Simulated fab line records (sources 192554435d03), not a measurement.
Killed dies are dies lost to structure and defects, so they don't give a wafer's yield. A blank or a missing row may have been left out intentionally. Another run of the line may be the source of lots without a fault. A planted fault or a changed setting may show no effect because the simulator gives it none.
Chamber matching :: flow n5Finfet :: N5_BEOL_M9_CMP_52 on cmp-03 has 4 sister chambers
The step polishes, stops on SiCOH lowk, t overpolish 7 s, target thk 140 nm. 4 wafers are shown with their chamber, then 12 later ones without.

## WAFERS WITH THEIR CHAMBER
wafer: L084.5
chamber: 0
motorCurrentA (A): 5.4

wafer: L084.6
chamber: 3
motorCurrentA (A): 6.4

wafer: L085.1
chamber: 1
motorCurrentA (A): 5.7

wafer: L085.6
chamber: 2
motorCurrentA (A): 6.4

## WAFERS MISSING THEIR CHAMBER
wafer: L086.1
motorCurrentA (A): 5.6

wafer: L086.5
motorCurrentA (A): 6.2

wafer: L086.6
motorCurrentA (A): 6.4

wafer: L093.3
motorCurrentA (A): 6.4

wafer: L093.4
motorCurrentA (A): 6.6

wafer: L093.6
motorCurrentA (A): 6.4

wafer: L094.1
motorCurrentA (A): 5.7

wafer: L094.4
motorCurrentA (A): 5.5

wafer: L094.5
motorCurrentA (A): 5.5

wafer: L091.3
motorCurrentA (A): 5.8

wafer: L091.5
motorCurrentA (A): 6.1

wafer: L091.6
motorCurrentA (A): 5.5

## EACH ONE'S CHAMBER
wafer: L086.1
from the rows above: can't be placed: 1 or 0
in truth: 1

wafer: L086.5
from the rows above: can't be placed: 2 or 3
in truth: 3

wafer: L086.6
from the rows above: can't be placed: 2 or 3
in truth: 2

wafer: L093.3
from the rows above: can't be placed: 2 or 3
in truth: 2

wafer: L093.4
from the rows above: can't be placed: 2 or 3
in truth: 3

wafer: L093.6
from the rows above: can't be placed: 2 or 3
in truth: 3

wafer: L094.1
from the rows above: 1
in truth: 1

wafer: L094.4
from the rows above: can't be placed: 0 or 1
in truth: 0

wafer: L094.5
from the rows above: can't be placed: 0 or 1
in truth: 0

wafer: L091.3
from the rows above: 1
in truth: 1

wafer: L091.5
from the rows above: can't be placed: 2 or 3 or 1
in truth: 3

wafer: L091.6
from the rows above: can't be placed: 0 or 1
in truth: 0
Correct placement for 2 of the 12. From these rows, 10 cannot be placed; in 10 the true chamber is one of the candidates. Placed wrongly: 0.
How it was worked out, from the rows above alone: a wafer's distance from a chamber is the root of the sum, over the readings, of the square of ((its reading less the chamber's mean) divided by the reading's scatter). The wafer belongs to the nearest chamber; if the next one is less than 2 further off, it can't be placed. Each chamber's mean is taken over the wafers shown for it. The scatter: root of mean squared gap, hidden wafer to nearest shown wafer, with one shown wafer a chamber.
